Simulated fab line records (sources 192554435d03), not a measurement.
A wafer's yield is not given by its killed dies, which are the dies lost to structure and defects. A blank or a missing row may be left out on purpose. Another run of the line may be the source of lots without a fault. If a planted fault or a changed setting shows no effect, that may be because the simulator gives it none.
Split-lot trial	flow n5 finfet	39 wafers read from 7 lots, route of 1938 steps

## THE SPLIT
At N5_MOL_CONTACT_COAG_IMPLANT_129, the setting energy kev was moved away from the recipe's 3 on 9 of the 39 wafers read, by +18.9% to +25.0%. For the rest of the wafers, this setting stayed at what the recipe calls for.

The split's own step is where the reading is taken.

## THE READING
The simulator's own value implant.drp nm, read by no gauge, in nm at N5_MOL_CONTACT_COAG_IMPLANT_129. There is no usual value for it anywhere in the file.

wafer	tool, chamber at the split	energy kev as run	against the recipe	implant.drp nm, nm	against lot-mates on the recipe
L076.1	implanter-01, 0	3	recipe	2.134	-
L076.2	implanter-01, 0	3	recipe	2.134	-
L076.3	implanter-01, 0	3	recipe	2.134	-
L076.4	implanter-01, 0	3	recipe	2.134	-
L076.5	implanter-01, 0	3	recipe	2.134	-
L076.6	implanter-01, 0	3	recipe	2.134	-
L080.1	implanter-01, 0	3.662	+22.1%	2.415	+0.281
L080.2	implanter-01, 0	3.662	+22.1%	2.415	+0.281
L080.6	implanter-01, 0	3.662	+22.1%	2.415	+0.281
L080.3	implanter-01, 0	3	recipe	2.134	-
L080.4	implanter-01, 0	3	recipe	2.134	-
L080.5	implanter-01, 0	3	recipe	2.134	-
L081.1	implanter-02, 0	3	recipe	2.134	-
L081.2	implanter-02, 0	3	recipe	2.134	-
L081.3	implanter-02, 0	3	recipe	2.134	-
L081.4	implanter-02, 0	3	recipe	2.134	-
L081.5	implanter-02, 0	3	recipe	2.134	-
L081.6	implanter-02, 0	3	recipe	2.134	-
L083.1	implanter-02, 0	3	recipe	2.134	-
L083.2	implanter-02, 0	3	recipe	2.134	-
L083.3	implanter-02, 0	3	recipe	2.134	-
L083.4	implanter-02, 0	3	recipe	2.134	-
L083.5	implanter-02, 0	3	recipe	2.134	-
L083.6	implanter-02, 0	3	recipe	2.134	-
L088.1	implanter-01, 0	3	recipe	2.134	-
L088.3	implanter-01, 0	3	recipe	2.134	-
L088.6	implanter-01, 0	3	recipe	2.134	-
L089.1	implanter-02, 0	3	recipe	2.134	-
L089.3	implanter-02, 0	3	recipe	2.134	-
L089.4	implanter-02, 0	3	recipe	2.134	-
L089.2	implanter-02, 0	3.567	+18.9%	2.376	+0.242
L089.5	implanter-02, 0	3.567	+18.9%	2.376	+0.242
L089.6	implanter-02, 0	3.567	+18.9%	2.376	+0.242
L095.1	implanter-02, 0	3.75	+25.0%	2.451	+0.317
L095.3	implanter-02, 0	3.75	+25.0%	2.451	+0.317
L095.5	implanter-02, 0	3.75	+25.0%	2.451	+0.317
L095.2	implanter-02, 0	3	recipe	2.134	-
L095.4	implanter-02, 0	3	recipe	2.134	-
L095.6	implanter-02, 0	3	recipe	2.134	-

FIT RESULTS
A straight line over all 39 wafers: implant.drp nm changes by +0.0127 nm for each +1% of energy kev; r = +1.00; the points scatter about the line by 0.00053 nm.
The same after taking each lot's own level away (the mean of its wafers on the recipe; 39 wafers): +0.0127 nm for each +1%; r = +1.00; scatter 0.00053 nm.
Per that fit: largest energy kev move, reading shift of 0.32 nm.
The lots' own levels span 2.1340 to 2.1340 nm.
So the lot-to-lot level changes the slope little: the two slopes agree.
Check: for one of the wafers moved furthest among these (+25.0%), held out of the fit, the line's prediction against its lot-mates is +0.318 nm. It came out at +0.317 nm against them.

## FURTHER SPLITS ON THESE WAFERS
Other splits were also applied to these wafers ahead of the reading. Each is held against what the fit with the lots' levels taken away leaves over:
other split on the same wafers	wafers away from the commonest value	r with implant.drp nm (lot level and that fit taken away)
N5_DUMMY_GATE_ETCH_37 source w	15	+0.14
N5_SD_EPI_N_LINER_46 target thk a	15	+0.42

## THE WHOLE CHAIN: every reading that the file lists as answering this split, in the file's order
step	what it does	reading	change (the file's fit)	r (the file's)
N5_MOL_CONTACT_COAG_IMPLANT_129		implant.rp nm (the simulator's own value, which no gauge read)	+0.0326 nm for each +1% of the setting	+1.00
N5_MOL_CONTACT_COAG_IMPLANT_129		implant.drp nm (the simulator's own value, which no gauge read)	+0.0127 nm for each +1% of the setting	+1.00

## THE FILE'S OWN FIT
implant.drp nm changes by +0.0127 nm for each +1% of energy kev, r = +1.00.
